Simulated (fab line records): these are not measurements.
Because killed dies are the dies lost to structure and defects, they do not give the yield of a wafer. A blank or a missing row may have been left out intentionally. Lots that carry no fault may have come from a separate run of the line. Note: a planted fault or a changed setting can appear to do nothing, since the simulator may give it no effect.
The same fault as seen by 2 desks -- flow n5 finfet -- each desk holds nothing but its own numbers, with what lay behind them at the end

## THE TOOL OWNER'S DESK: litho track-05
The tool's own readings at N5_BEOL_M0_SAQP_COAT_69 (time 60 s, resist thk 90 nm): means of the sampled wafers that have a number, for each lot that ran on this tool. If a lot's mean is further than 4 standard deviations from the usual mean, the lot is out of limits and carries the mark OUT (the distance appears in the brackets).
Columns: A = plate temp C at N5_BEOL_M0_SAQP_COAT_69, usual 249.97 C; B = spin speed rpm at N5_BEOL_M0_SAQP_COAT_69, usual 1500.0 rpm
lot,first seen here,A,B
L687,day 7 16:52,249.82,1499.7
L690,day 8 11:43,249.88,1463.7 (-40) OUT
L693,day 9 00:22,249.95,1463.6 (-40) OUT
L694,day 9 05:37,249.92,1464.9 (-39) OUT
This desk's finding: out of limits on L690, L693, L694; first on L690, day 8 11:43 (spin speed rpm at N5_BEOL_M0_SAQP_COAT_69). L687 stayed within limits.

## THE METROLOGY DESK
Means of the sampled wafers that have a number, per lot and without regard to the tool the lot ran on: this is what the gauges read. If a lot's mean is further than 4 standard deviations from the usual mean, the lot is out of limits and carries the mark OUT (the distance appears in the brackets). Readings shown: 7 of its 10, picked as those furthest out on some lot.
Columns: A = DIBL_N at N5_BEOL_M4_RC_MEAS_101, usual 36.1 mV/V; B = DIBL_P at N5_BEOL_M4_RC_MEAS_101, usual 35.7 mV/V; C = IOFF_N at N5_BEOL_M4_RC_MEAS_101, usual 0.159 nA/um; D = ION_N at N5_BEOL_M4_RC_MEAS_101, usual 673 uA/um; E = SS_N at N5_BEOL_M4_RC_MEAS_101, usual 71.4 mV/dec; F = SS_P at N5_BEOL_M4_RC_MEAS_101, usual 73.2 mV/dec; G = VT_N at N5_BEOL_M4_RC_MEAS_101, usual 249.7 mV
lot,first seen here,A,B,C,D,E,F,G
L687,day 9 17:50,35.5,35.4,0.140,669,70.9,72.8,252.1
L690,day 10 17:20,34.9,35.4,0.146,673,71.1,73.0,250.5
L692,day 11 05:05,35.4,36.3,0.141,663,71.1,73.2,253.6
L693,day 11 12:35,33.7,33.7,0.122,659,70.5,72.4,254.6
L694,day 11 15:26,37.9,36.7,0.179,683,72.0,73.6,248.5
Result from this desk: across the 5 lots, nothing is out of limits.

## ALL TOGETHER
An alarm could have come from the tool owner's desk at day 8 11:43, on L690, L693, L694.
At the metrology desk, nothing out of limits was observed.
The metrology desk has L690, L693, L694 on record, within its limits.
Every lot named ran N5_BEOL_M0_SAQP_COAT_69 on litho track-05.

## WHAT THE SIMULATOR HAD INSERTED
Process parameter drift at N5_BEOL_M0_SAQP_COAT_69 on litho track-05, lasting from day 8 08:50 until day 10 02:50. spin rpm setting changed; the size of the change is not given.
Struck lots among those shown: L690, L693, L694.
Each desk's first reading out of limits, in hours after the fault started: the tool owner's desk, 3.
